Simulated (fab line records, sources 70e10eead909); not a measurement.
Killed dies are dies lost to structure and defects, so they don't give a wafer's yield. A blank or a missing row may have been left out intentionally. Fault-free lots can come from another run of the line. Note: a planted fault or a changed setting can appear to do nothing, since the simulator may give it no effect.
Commonality check across tools || flow nandHarc || 2 lots and 6 wafers in the sample

## THE REASON FOR OPENING IT
On 2 of the 2 lots, a flag is raised at NHARC_END_SORT_01 on the reading killedAtArray. Fault-free wafers read 59, with a standard deviation of 19.
Rule: a lot is flagged in two cases, either no wafer of it has a number, or all its wafers with numbers fall more than 4 standard deviations from that mean. The rest of the lots are taken to be sound.

{"lot": "L850", "measured": "day 32 18:33", "on": "prober-01", "killedAtArray, wafer by wafer": "574 638 633", "flag": "FLAGGED"}
{"lot": "L851", "measured": "day 32 20:58", "on": "prober-02", "killedAtArray, wafer by wafer": "637 532 624", "flag": "FLAGGED"}
The mean of the flagged lots' numbers is 606, +547 from the usual (+29 standard deviations).

## EACH LOT AND THE TOOL IT RAN ON
Before the reading, the record contains 2 process steps out of a 1302-step route. Every cell lists first the tool, next ch and the chambers used by the sampled wafers, and last the start.
{"lot": "L850", "flag": "FLAGGED", "NHARC_A_WL_FILL_CVD_03": "cvdW-02 ch 0,1, day 28 10:25", "NHARC_THIN_TSV_STRIP_45": "no row"}
{"lot": "L851", "flag": "FLAGGED", "NHARC_A_WL_FILL_CVD_03": "cvdW-02 ch 0,1, day 28 15:37", "NHARC_THIN_TSV_STRIP_45": "no row"}
What is done by these steps:
- NHARC_A_WL_FILL_CVD_03: deposits W, target thk 40 nm, time 279 s.
- NHARC_THIN_TSV_STRIP_45: strips in O2.
- NHARC_END_SORT_01

## FLAGGED AGAINST TOTAL, ONE TOOL AT A TIME (gauges that did the reading follow at the end)
{"step": "NHARC_A_WL_FILL_CVD_03", "tool": "cvdW-02", "lots run": 2, "flagged": 2, "share of the flagged lots": "all", "sound lots run after its first flagged lot": 0}
{"step": "NHARC_END_SORT_01", "tool": "prober-01", "lots run": 1, "flagged": 1, "share of the flagged lots": "some", "sound lots run after its first flagged lot": 0}
{"step": "NHARC_END_SORT_01", "tool": "prober-02", "lots run": 1, "flagged": 1, "share of the flagged lots": "some", "sound lots run after its first flagged lot": 0}

## WHAT THE TABLE ALLOWS
Rows of the table that ran each flagged lot: 1, that is cvdW-02 at NHARC_A_WL_FILL_CVD_03.
- cvdW-02 at NHARC_A_WL_FILL_CVD_03: 2 of its 2 lots flagged. No sound lot ran on it before its first flagged lot in this sample; the start therefore can't be narrowed down.
What remains is a single tool, cvdW-02 at NHARC_A_WL_FILL_CVD_03.

## WHAT THE SIMULATOR PUT IN
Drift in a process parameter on cvdW-02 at NHARC_A_WL_FILL_CVD_03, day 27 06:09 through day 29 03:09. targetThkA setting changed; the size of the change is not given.
Shown lots that were struck: L850, L851. Same finding as the rule above.
